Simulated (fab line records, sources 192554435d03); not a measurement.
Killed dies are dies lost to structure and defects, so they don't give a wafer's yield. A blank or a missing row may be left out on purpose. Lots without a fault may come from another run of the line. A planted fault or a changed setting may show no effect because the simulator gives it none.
Split-lot experiment | flow n5_finfet | 7 lots, 21 wafers read, on a route of 1938 steps

THE SPLIT
At N5_BEOL_M10_COAT_63 (time 60 s, resist thk 100 nm), the setting spin_rpm was moved away from the recipe's 1500 rpm on 6 of the 21 wafers read, by -9.0% to +9.7%. The other wafers ran this setting at the recipe's value.

FROM THE SPLIT TO THE READING: what the file shows between them, 7 steps
- N5_BEOL_M10_COAT_64: time 60 s, resist thk 30 nm (also split here: spin_rpm)
- N5_BEOL_M10_COAT_22: resist thk 90 nm
- N5_BEOL_M10_EBR_24
- N5_BEOL_M10_DESCUM_33: chemistry O2, time 7.9 s
- N5_BEOL_M10_ETCH_65: etches SiARC in CF4, target depth 39 nm, time 65 s
- N5_BEOL_M10_ETCH_66: etches SOC in N2/H2, target depth 120 nm, overetch 24 nm, time 180 s
- N5_BEOL_M10_STRIP_69: strips in N2/H2

THE READING
SOC_of_BEOL_M10_COAT_63.thk_nm (the simulator's own value, which no gauge read), in nm, at N5_BEOL_M10_VIA_ETCH_34 (etches SiCOH lowk in C4F6/O2, target depth 184.5 nm, time 69.2 s). The file gives no usual value for it. The 15 wafers here that ran the recipe average 92.5 nm, standard deviation 0.44 nm.

wafer  | tool, chamber at the split | spin_rpm as run, rpm | against the recipe | SOC_of_BEOL_M10_COAT_63.thk_nm, nm | against lot-mates on the recipe
L077.3 | litho_track-02, 0          | 1500                 | recipe             | 92.4                               | -
L077.4 | litho_track-02, 0          | 1607                 | +7.1%              | 89                                 | -3.4
L077.5 | litho_track-02, 0          | 1607                 | +7.1%              | 88.8                               | -3.6
L079.3 | litho_track-04, 0          | 1500                 | recipe             | 93                                 | -
L079.5 | litho_track-04, 0          | 1500                 | recipe             | 93                                 | -
L079.6 | litho_track-04, 0          | 1500                 | recipe             | 93                                 | -
L082.4 | litho_track-03, 0          | 1500                 | recipe             | 93                                 | -
L082.5 | litho_track-03, 0          | 1500                 | recipe             | 92.8                               | -
L082.6 | litho_track-03, 0          | 1500                 | recipe             | 92.6                               | -
L091.3 | litho_track-04, 0          | 1500                 | recipe             | 92.4                               | -
L091.4 | litho_track-04, 0          | 1365                 | -9.0%              | 97                                 | +4.6
L091.5 | litho_track-04, 0          | 1365                 | -9.0%              | 97.2                               | +4.8
L093.1 | litho_track-04, 0          | 1500                 | recipe             | 92.2                               | -
L093.4 | litho_track-04, 0          | 1500                 | recipe             | 92.2                               | -
L093.2 | litho_track-04, 0          | 1636                 | +9.1%              | 88                                 | -4.2
L095.2 | litho_track-03, 0          | 1646                 | +9.7%              | 88.2                               | -4.5
L095.5 | litho_track-03, 0          | 1500                 | recipe             | 92.6                               | -
L095.6 | litho_track-03, 0          | 1500                 | recipe             | 92.8                               | -
L094.2 | litho_track-03, 0          | 1500                 | recipe             | 91.8                               | -
L094.4 | litho_track-03, 0          | 1500                 | recipe             | 92                                 | -
L094.6 | litho_track-03, 0          | 1500                 | recipe             | 91.6                               | -

THE FIT
A straight line over all 21 wafers: SOC_of_BEOL_M10_COAT_63.thk_nm changes by -0.493 nm for each +1% of spin_rpm; r = -0.98; the points scatter about the line by 0.42 nm.
The same after taking each lot's own level away (the mean of its wafers on the recipe; 21 wafers): -0.493 nm for each +1%; r = -1.00; scatter 0.16 nm.
On that fit, the largest move of spin_rpm shifts the reading by 4.8 nm.
The lots' own levels span 91.80 to 93.00 nm, that is 2.7 times the standard deviation above.
So the lot-to-lot level changes the slope little: the two slopes agree.
Check: with one of the wafers moved furthest among these (+9.7%) left out of the fit, the line predicts -4.82 nm for it against its lot-mates. It came out at -4.5 nm against them.

OTHER SPLITS ON THESE WAFERS
These wafers also went through other splits before the reading. Each is held against what the fit with the lots' levels taken away leaves over:
other split on the same wafers | wafers away from the commonest value | r with SOC_of_BEOL_M10_COAT_63.thk_nm (lot level and that fit taken away)
N5_BEOL_M10_COAT_64 spin_rpm   | 10                                   | -0.14

THE WHOLE CHAIN: every reading that the file lists as answering this split, in the file's order
step                    | what it does                                                         | reading                                                                         | change (the file's fit)               | r (the file's)
N5_BEOL_M10_COAT_63     | time 60 s, resist thk 100 nm                                         | SOC_of_BEOL_M10_COAT_63.thk_nm (the simulator's own value, which no gauge read) | -0.475 nm for each +1% of the setting | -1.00
N5_BEOL_M10_ETCH_66     | etches SOC in N2/H2, target depth 120 nm, overetch 24 nm, time 180 s | etch.depth_nm (the simulator's own value, which no gauge read)                  | -0.484 nm for each +1% of the setting | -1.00
N5_BEOL_M10_VIA_ETCH_34 | etches SiCOH lowk in C4F6/O2, target depth 184.5 nm, time 69.2 s     | SOC_of_BEOL_M10_COAT_63.thk_nm (the simulator's own value, which no gauge read) | -0.483 nm for each +1% of the setting | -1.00

THE FILE'S OWN FIT
SOC_of_BEOL_M10_COAT_63.thk_nm changes by -0.483 nm for each +1% of spin_rpm, r = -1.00.
